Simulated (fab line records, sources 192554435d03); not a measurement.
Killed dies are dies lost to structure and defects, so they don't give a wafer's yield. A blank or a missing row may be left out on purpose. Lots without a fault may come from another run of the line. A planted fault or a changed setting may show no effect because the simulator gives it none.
A struck lot beside a sound one | flow n5_finfet | 28 steps out of a route of 1938
Sound: wafers L583.2, L583.4, L583.6. Struck: wafer L578.4. (L578.1, L578.2 of the same lot were not struck and are left out.) The cause comes at the end.
At each step with rows: each side's tool, then ch and its chambers, then its first start. Under that, the readings that differ: sound wafers | struck wafers | difference of the means | sigmas: that difference in standard deviations of wafers without a fault.
alike: readings whose means differ by less than 2 such deviations, and words and numbers that are the same on both sides. not compared: withheld readings, readings that some wafer has no value for, bounds like >300 that may hide the same value, and numbers for which the record gives no deviation and whose values overlap.
The two part at a step that has a row with sigmas, a row that says differs or no value, or rows on one side only. Numbers that don't overlap but have no deviation are shown without sigmas and don't part them. A reading that every wafer of one side lacks parts them only if that side has two wafers or more.

first, 9 steps without rows for these wafers: N5_BEOL_M15_COAT_22 (resist thk 800 nm); N5_BEOL_M15_EBR_24; N5_BEOL_M15_SOFTBAKE_23 (time 60 s); N5_BEOL_M15_EXPOSE_25 (exposes mask M15, target cd 400 nm); N5_BEOL_M15_PEB_26 (peb time 90 s); N5_BEOL_M15_DEVELOP_27 (develop time 45 s); N5_BEOL_M15_HARDBAKE_32 (time 120 s); N5_BEOL_M15_DESCUM_33 (chemistry O2, time 7.9 s); N5_BEOL_M15_ETCH_61 (etches BARC in N2/H2, target depth 89 nm, overetch 26.7 nm, time 67.9 s).
N5_BEOL_M15_TRENCH_ETCH_34: etches SiO2 in C4F8/O2/Ar, target depth 872.93 nm, time 199 s.
  sound on rie_diel-05 ch 0,1,2, day 18 06:02; struck on rie_diel-01 ch 3, day 17 17:47
  reading                  | sound           | struck | difference | sigmas
  bias_w (W)               | 2028 2039 2044  | 1802   | -235       | -35
  rf_vpp_V (V)             | 2222 2276 2228  | 2050   | -192       | -5
  model.etch.depth_nm (nm) | 876 852.8 869.1 | 817.8  | -48.2      |
  alike: C4F8_flow_sccm, chamber_pressure_mTorr, drypump_motor_current_A, he_inner_torr, oes_product_au, rf_fwd_power_W, showerhead_plenum_p_Torr, throttle_valve_pct
  not compared: rf_hours_counter_h
then, 13 steps without rows for these wafers: N5_BEOL_M15_STRIP_36 (strips in O2); N5_BEOL_M15_STRIP_62 (strips in O2); N5_BEOL_M15_STRIP_37 (strips in O2); N5_BEOL_M15_ETCH_38 (etches SiCN in CF4/N2, target depth 106.4 nm, time 120.5 s); N5_BEOL_M15_PRECLEAN_39 (cleans in residue remover, time 60 s); N5_BEOL_M15_SRD_40 (time 30 s, dry time 30 s); N5_BEOL_M15_DEGAS_41 (time 60 s); N5_BEOL_M15_PRE_CLEAN_42 (time 30 s); N5_BEOL_M15_SPUTTER_43 (material TaN, target thk 15 nm, time 24.19 s); N5_BEOL_M15_SPUTTER_44 (material Ta, target thk 15 nm, time 24.19 s); N5_BEOL_M15_SPUTTER_45 (material Cu, target thk 100 nm, time 16.67 s); N5_BEOL_M15_ECD_47 (material Cu, target thk 1860 nm); N5_BEOL_M15_ANNEAL_48 (time 90 s).
N5_BEOL_M15_CMP_49: polishes, stops on SiO2, t overpolish 4.9 s, target thk 850 nm.
  sound on cmp-02 ch 0,1, day 18 11:49; struck on cmp-02 ch 1, day 17 20:44
  reading                                 | sound             | struck | difference | sigmas
  model.Cu_of_BEOL_M15_ECD_47.thk_nm (nm) | 854.6 830.4 847.8 | 795.4  | -48.9      |
  alike: barrier_field_endpoint_s, edge_zone_pressure_frac, motor_current_A, overpolish_run_s
then, 2 steps without rows for these wafers: N5_BEOL_M15_PRE_CLEAN_52 (time 15 s); N5_BEOL_M15_DEP_53 (deposits SiCN from 3MS/NH3, target thk 50 nm, time 17.8 s).
N5_BEOL_M15_RS_MEAS_54: measures by four-point-probe.
  sound on film_metro-02, day 18 12:15; struck on film_metro-02, day 17 21:07
  reading         | sound                | struck | difference | sigmas
  M15_RS (ohm/sq) | 0.0214 0.0221 0.0216 | 0.0230 | +0.0013    | +4
N5_PASSIVATION_PROBE_49:
  the record has rows for the sound wafers here (prober-02, day 19 03:03) and none for the struck ones

WHERE THEY PART
First at N5_BEOL_M15_TRENCH_ETCH_34; last, within this record, at N5_PASSIVATION_PROBE_49.

WHY: what the simulator had put in
Process parameter drift: rie_diel-01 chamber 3, from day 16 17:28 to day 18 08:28, at N5_BEOL_M15_TRENCH_ETCH_34. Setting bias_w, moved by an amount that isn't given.
